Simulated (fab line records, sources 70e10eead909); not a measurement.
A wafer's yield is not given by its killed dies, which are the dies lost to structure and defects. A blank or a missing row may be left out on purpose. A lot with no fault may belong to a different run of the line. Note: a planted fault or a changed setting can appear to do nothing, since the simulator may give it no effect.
fab line records    flow nand_harc
record lots=12  wafers=34  last_day=34
route steps=1302 shown A_SLIT@935 A_WL_FILL@968
lots untouched by any fault: they come from a run of this same line in which no faults occurred
start_h: the number of hours between the record's first day and the start of the first shown wafer of the lot    wait_h: hours elapsed since this lot's preceding step    " identical to the entry in the row above    L1.1+2: a row that stands for several wafers    - value missing, or start not given    * or withheld: withheld    < > ~ a bound
route shown NAME@n: names a module that has steps shown in the file, with the first one's number in the route    usual: mean/standard deviation taken from wafers without a fault    same: alike in all rows    chamber/n: place in a boat    sites: per-site readings    _std_site: their standard deviation    _edge_site: inner sites' mean taken away from outer sites' mean    radius_mm: how far each site lies from the wafer's centre    mask NAME#n: copy n    behind: the tool/chamber that last shaped the wafer    hold: what put the lot on hold/how long, in hours/how the hold closed    device: the n, p or np transistor that did not switch    end of line: the route-end tests of the same wafers    step lacking rows: just its recipe    killed: count of dies lost to structure and defects at first sort (not the wafer's yield)    map: a wafer's dies, x killed, . not, _ none there
set.NAME: the run value of the setting; set.NAME@STEP: its run value at that earlier step    model.NAME: the simulator's own value behind a step, which no gauge read
steps of the route over a sample of lots; a table a step, a row a wafer
services: when a tool's chamber went out of use (start_h, in hours from the record's first day, below 0 if earlier), for how many hours, and the reason
## steps
# step NHARC_A_SLIT_INSPECT_11
# usual raw_defect_count=59/28
lot.wafer  tool               chamber  start_h  wait_h  raw_defect_count
L754.1     defect_inspect-02  -        461.31   0.0     17
L754.2     "                  -        "        "       23
L754.5     "                  -        "        "       16
L761.2     defect_inspect-01  -        535.42   0.0     73
L761.3     "                  -        "        "       69
L761.5     "                  -        "        "       80
L763.2     defect_inspect-01  -        546.10   0.0     83
L763.5     "                  -        "        "       72
L764.2     defect_inspect-01  -        568.39   0.0     23
L764.5     "                  -        "        "       32
L766.1     defect_inspect-01  -        599.97   0.0     43
L766.3     "                  -        "        "       53
L766.6     "                  -        "        "       48
L767.4     defect_inspect-02  -        610.03   0.0     61
L767.5     "                  -        "        "       58
L767.6     "                  -        "        "       58
L770.1     defect_inspect-01  -        619.37   0.0     59
L770.2     "                  -        "        "       49
L770.5     "                  -        "        "       53
L772.1     defect_inspect-01  -        644.38   0.0     75
L772.2     "                  -        "        "       73
L772.6     "                  -        "        "       67
L773.2     defect_inspect-01  -        644.55   0.0     35
L773.3     "                  -        "        "       27
L773.4     "                  -        "        "       23
L774.1     defect_inspect-01  -        668.59   0.0     12
L774.2     "                  -        "        "       18
L774.5     "                  -        "        "       15
L775.1     defect_inspect-02  -        680.00   0.0     75
L775.4     "                  -        "        "       87
L775.6     "                  -        "        "       79
L776.1     defect_inspect-01  -        701.38   0.0     59
L776.3     "                  -        "        "       72
L776.5     "                  -        "        "       47
# step NHARC_A_SLIT_STRIP_18
# recipe o2_flow_sccm=500  ar_flow_sccm=0  bias_w=0  chemistry=O2
# usual chamber_pressure_mTorr=60.00/0.056  drypump_motor_current_A=5.83/0.29  oes_product_au=1.000/0.013  rf_vpp_V=57.6/0.93  showerhead_plenum_p_Torr=3.51/0.17  throttle_valve_pct=17.036/0.0095
lot.wafer  tool         chamber  start_h  wait_h  chamber_pressure_mTorr  drypump_motor_current_A  oes_product_au  rf_hours_counter_h  rf_vpp_V  showerhead_plenum_p_Torr  throttle_valve_pct
L754.2     rie_diel-02  2        -        -       59.98                   5.88                     1.018           2.8                 56.8      3.43                      17.045
L754.1     "            3        "        "       60.04                   6.26                     1.021           2.9                 58.1      3.59                      17.034
L754.5     "            3        "        "       59.96                   6.27                     1.023           -                   58.7      3.59                      17.037
L761.2     rie_diel-02  0        -        -       60.08                   6.33                     1.007           6.1                 57.9      3.31                      17.034
L761.3     "            1        "        "       60.02                   5.70                     0.996           6.1                 58.0      3.70                      17.046
L761.5     "            2        "        "       59.97                   5.82                     1.006           -                   58.5      3.43                      17.030
L763.2     rie_diel-01  1        -        -       59.99                   5.44                     1.015           12.2                58.7      3.37                      17.042
L763.5     "            1        "        "       60.01                   5.42                     1.005           -                   57.0      3.37                      17.035
L764.2     rie_diel-07  3        -        -       59.99                   5.30                     1.001           3.8                 59.4      3.39                      17.029
L764.5     "            2        "        "       60.05                   5.62                     1.004           -                   57.4      3.29                      17.036
L766.3     rie_diel-07  1        -        -       60.02                   5.50                     1.003           4.7                 57.3      3.50                      17.024
L766.1     "            2        "        "       60.06                   5.63                     0.998           5.3                 57.7      3.28                      17.039
L766.6     "            0        "        "       59.94                   5.92                     1.013           -                   57.6      3.71                      17.034
L767.6     rie_diel-02  3        -        -       59.97                   6.25                     0.985           -                   58.9      3.59                      17.060
L767.4     "            1        "        "       59.99                   5.73                     0.999           -                   58.3      3.69                      17.018
L767.5     "            2        "        "       59.89                   5.85                     1.031           -                   55.5      3.43                      17.037
L770.1     rie_diel-01  2        -        -       59.99                   5.71                     0.994           4.5                 57.6      3.75                      17.025
L770.2     "            0        "        "       60.05                   6.04                     0.983           3.5                 56.6      3.33                      17.044
L770.5     "            1        "        "       59.89                   5.39                     1.003           -                   56.0      3.37                      17.025
L772.2     rie_diel-01  0        -        -       59.93                   6.03                     0.978           4.4                 57.3      3.32                      17.046
L772.1     "            1        "        "       59.92                   5.41                     1.001           4.5                 56.7      3.37                      17.021
L772.6     "            0        "        "       59.96                   6.03                     0.985           -                   56.6      3.33                      17.035
L773.2     rie_diel-02  2        -        -       59.92                   5.89                     1.022           2.5                 57.5      3.43                      17.047
L773.3     "            0        "        "       60.04                   6.31                     0.986           2.4                 56.0      3.31                      17.030
L773.4     "            0        "        "       59.99                   6.32                     0.990           -                   55.2      3.31                      17.042
L774.2     rie_diel-01  1        -        -       60.03                   5.39                     0.997           5.4                 58.0      3.36                      17.025
L774.1     "            2        "        "       59.91                   5.75                     0.986           6.6                 59.6      3.75                      17.022
L774.5     "            2        "        "       60.10                   5.75                     0.992           -                   57.1      3.75                      17.035
L775.1     rie_diel-02  1        -        -       59.99                   5.72                     1.014           2.7                 57.3      3.69                      17.032
L775.4     "            3        "        "       59.97                   6.22                     0.988           3.8                 58.4      3.59                      17.056
L775.6     "            2        "        "       60.07                   5.86                     1.012           -                   58.3      3.43                      17.029
L776.1     rie_diel-07  2        -        -       60.02                   5.64                     0.988           2.8                 56.0      3.28                      17.044
L776.3     "            3        "        "       60.10                   5.30                     0.989           3.2                 58.1      3.38                      17.031
L776.5     "            2        "        "       60.06                   5.65                     0.985           -                   57.4      3.28                      17.057
# step NHARC_A_WL_FILL_ETCHBACK_17
# recipe target_depth_a=40  time_s=26.7  chemistry=Cl2/BCl3
# usual chamber_pressure_mTorr=10.000/0.0092  drypump_motor_current_A=5.9/0.46  oes_product_au=1.007/0.013
lot.wafer  tool          chamber  start_h  wait_h  chamber_pressure_mTorr  drypump_motor_current_A  oes_product_au  rf_hours_counter_h
L754.2     rie_metal-01  1        486.57   -       10.008                  6.4                      1.045           1.5
L754.1     "             0        "        "       9.992                   5.1                      1.019           1.5
L754.5     "             1        "        "       10.012                  6.4                      1.023           -
L761.2     rie_metal-02  0        562.65   -       9.993                   6.4                      1.014           1.4
L761.3     "             0        "        "       10.002                  6.4                      1.014           -
L761.5     "             1        "        "       9.996                   5.5                      1.014           -
L763.2     rie_metal-03  1        573.37   -       10.008                  6.1                      0.983           0.8
L763.5     "             1        "        "       10.001                  6.1                      0.987           -
L764.2     rie_metal-02  0        592.36   -       9.986                   6.3                      1.008           2.0
L764.5     "             1        "        "       10.000                  5.6                      1.004           -
L766.1     rie_metal-02  1        624.80   -       10.003                  5.6                      0.996           2.8
L766.3     "             1        "        "       9.994                   5.6                      0.987           -
L766.6     "             0        "        "       10.011                  6.3                      1.014           -
L767.4     rie_metal-01  1        638.49   -       10.007                  6.4                      1.002           -
L767.5     "             1        "        "       9.991                   6.4                      0.990           -
L767.6     "             0        "        "       9.999                   5.1                      0.997           -
L770.2     rie_metal-01  1        647.58   -       9.993                   6.3                      0.997           1.1
L770.1     "             0        "        "       10.005                  5.1                      1.013           1.1
L770.5     "             1        "        "       9.998                   6.4                      0.991           -
L772.1     rie_metal-02  1        668.87   -       10.001                  5.6                      0.998           0.3
L772.2     "             0        "        "       9.993                   6.3                      1.013           0.3
L772.6     "             0        "        "       9.994                   6.3                      1.020           -
L773.2     rie_metal-01  1        668.90   -       9.996                   6.3                      0.995           1.4
L773.4     "             0        "        "       10.008                  5.1                      1.008           -
L773.3     "             1        "        "       9.995                   6.3                      1.002           -
L774.2     rie_metal-02  0        696.08   -       9.999                   6.3                      1.023           0.6
L774.1     "             1        "        "       10.009                  5.5                      1.011           0.6
L774.5     "             1        "        "       9.995                   5.6                      0.996           -
L775.1     rie_metal-03  0        716.03   -       9.978                   5.8                      1.010           0
L775.4     "             1        "        "       9.998                   6.1                      0.992           -
L775.6     "             0        "        "       10.001                  5.8                      1.015           -
L776.1     rie_metal-03  1        730.22   -       9.992                   6.1                      0.992           0.5
L776.3     "             1        "        "       10.023                  6.1                      0.994           -
L776.5     "             1        "        "       10.001                  6.1                      0.988           -
# step NHARC_A_WL_FILL_CVD_20
# recipe target_thk_a=1000  temp_c=400  pressure_torr=40  wf6_flow_sccm=40  h2_flow_sccm=1600  ar_flow_sccm=1560  time_s=74  material=W
# usual heater_power_w=889/68  throttle_valve_pct=7.8/0.52
lot.wafer  tool      chamber  start_h  wait_h  heater_power_w  throttle_valve_pct
L754.1     cvd_w-02  1        492.28   -       967             7.1
L754.2     "         0        "        "       869             7.8
L754.5     "         0        "        "       862             8.0
L761.2     cvd_w-02  0        568.36   -       843             8.1
L761.3     "         1        "        "       961             7.4
L761.5     "         0        "        "       866             8.0
L763.2     cvd_w-02  1        579.69   -       983             7.3
L763.5     "         0        "        "       878             8.0
L764.2     cvd_w-02  1        597.94   -       972             7.2
L764.5     "         0        "        "       879             8.0
L766.1     cvd_w-01  0        630.43   -       882             7.9
L766.3     "         0        "        "       882             8.1
L766.6     "         1        "        "       837             8.7
L767.4     cvd_w-01  0        644.07   -       884             8.0
L767.5     "         0        "        "       873             7.8
L767.6     "         1        "        "       838             8.7
L770.1     cvd_w-02  0        653.28   -       776             7.6
L770.2     "         1        "        "       941             7.3
L770.5     "         1        "        "       996             7.2
L773.2     cvd_w-01  0        674.56   -       888             8.0
L773.3     "         0        "        "       858             8.1
L773.4     "         1        "        "       848             8.5
L772.2     cvd_w-02  1        674.59   -       987             7.2
L772.1     "         0        "        "       811             7.7
L772.6     "         0        "        "       779             7.4
L774.2     cvd_w-02  1        701.80   -       979             7.0
L774.1     "         0        "        "       794             7.7
L774.5     "         0        "        "       798             7.8
L775.1     cvd_w-02  0        721.75   -       798             7.7
L775.4     "         0        "        "       798             7.5
L775.6     "         1        "        "       985             6.9
L776.1     cvd_w-02  1        734.00   -       973             7.2
L776.3     "         0        "        "       795             7.7
L776.5     "         1        "        "       990             7.3
# step NHARC_A_WL_FILL_CMP_12
# recipe t_overpolish_s=30  target_thk_nm=100
# usual motor_current_A=11.5/1.2  overpolish_run_s=30.001/0.0094  slurry_flow_ml_min=150.0/0.48  time_to_endpoint_s=19.8/2.6
lot.wafer  tool    chamber  start_h  wait_h  motor_current_A  overpolish_run_s  slurry_flow_ml_min  time_to_endpoint_s
L754.1     cmp-02  1        492.46   0.2     10.2             29.986            150.2               22.1
L754.2     "       2        "        "       13.4             29.999            150.0               16.5
L754.5     "       2        "        "       12.7             29.988            149.4               18.4
L761.3     cmp-02  2        568.57   0.2     12.7             29.983            149.3               14.8
L761.2     "       3        "        "       11.9             30.004            150.3               23.0
L761.5     "       0        "        "       9.9              30.018            150.1               11.3
L763.2     cmp-02  3        579.95   0.2     10.9             29.993            150.5               22.4
L763.5     "       1        "        "       10.1             30.001            149.1               9.9
L764.2     cmp-02  3        598.14   0.2     11.4             29.985            151.1               21.3
L764.5     "       2        "        "       13.4             30.002            151.2               8.2
L766.3     cmp-01  1        630.64   0.1     11.0             29.992            149.7               21.4
L766.1     "       3        "        "       11.0             30.006            150.4               18.9
L766.6     "       0        "        "       11.9             29.997            149.6               17.1
L767.4     cmp-03  0        644.23   0.1     12.4             30.022            150.0               18.2
L767.6     "       3        "        "       12.9             30.012            149.7               19.8
L767.5     "       0        "        "       13.8             30.004            150.1               20.6
L770.2     cmp-02  0        653.46   0.1     9.9              30.004            149.9               23.7
L770.1     "       1        "        "       10.0             29.978            149.8               21.6
L770.5     "       0        "        "       10.6             29.997            149.4               23.7
L773.3     cmp-02  1        674.74   0.1     10.4             30.008            150.3               21.2
L773.2     "       2        "        "       12.9             29.998            149.3               17.6
L773.4     "       0        "        "       10.0             30.004            150.1               21.1
L772.2     cmp-01  0        674.80   0.2     11.9             30.013            151.2               15.5
L772.1     "       1        "        "       11.7             29.997            149.8               17.7
L772.6     "       3        "        "       10.9             30.003            150.1               18.2
L774.2     cmp-03  2        701.98   0.2     11.1             30.000            149.3               25.5
L774.1     "       1        "        "       11.8             30.008            150.6               21.2
L774.5     "       3        "        "       13.1             29.992            150.9               20.0
L775.4     cmp-02  3        721.96   0.1     11.2             30.017            149.9               22.1
L775.1     "       0        "        "       10.4             30.002            149.7               23.2
L775.6     "       2        "        "       12.7             29.990            149.9               18.7
L776.1     cmp-01  2        734.20   0.2     9.6              30.009            150.7               20.1
L776.3     "       3        "        "       10.7             29.995            149.6               18.8
L776.5     "       1        "        "       11.0             30.009            150.2               22.5
## services
tool          chamber  start_h  hours  kind
cvd_w-02      -        450.14   13.0   pm
cmp-02        -        450.74   0.4    repair
rie_metal-02  -        454.00   9.0    pm
cvd_w-02      1        466.43   19.1   repair
cmp-02        -        467.60   0.8    repair
rie_metal-02  0        479.37   5.5    repair
rie_diel-01   1        488.87   2.8    repair
cmp-02        -        494.87   0.6    repair
rie_diel-02   2        506.94   11.9   repair
cvd_w-02      1        514.51   5.5    repair
cmp-02        -        528.77   4.0    pm
rie_diel-01   -        558.31   9.0    pm
rie_diel-02   -        562.29   1.1    repair
rie_diel-02   -        570.70   9.0    pm
rie_metal-01  -        575.00   9.0    pm
cmp-02        -        576.62   1.1    repair
cvd_w-02      -        580.41   0.4    repair
rie_diel-02   0        613.02   13.6   repair
cmp-02        -        626.77   4.0    pm
rie_metal-02  -        631.00   9.0    pm
cvd_w-02      -        631.14   13.0   pm
rie_diel-02   1        650.13   5.1    repair
cmp-02        -        665.50   4.5    repair
cmp-02        -        724.77   4.0    pm
## key
first_sign step=NHARC_A_WL_FILL_CMP_12  reading=time_to_endpoint_s  direction=down  sigmas=3.8  usual=*  struck=*
effect none on later readings
met_at NHARC_A_WL_FILL_CVD_20
struck_lots L761,L763,L764
struck_wafers L761.5,L763.5,L764.5
tester_left_out L761,L763,L764
not_acting_at NHARC_A_SLIT_INSPECT_11,NHARC_A_SLIT_STRIP_18,NHARC_A_WL_FILL_ETCHBACK_17
onset_between 492.28 568.36
fault kind=process_parameter_drift  tool=cvd_w-02  chamber=-  onset_h=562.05  steps=NHARC_A_WL_FILL_CVD_20  channel=target_thk_a  offset=*  shape=step  end_h=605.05  scope=struck_wafers_only  acts_in=*  stated=*
# tester_left_out: of these lots the tester's yield and bins aren't shown, on N5 and GAA mostly nor the transistor test; their killed dies are dies lost to structure and defects alone, not to doping, threshold or leakage, so they don't give the yield
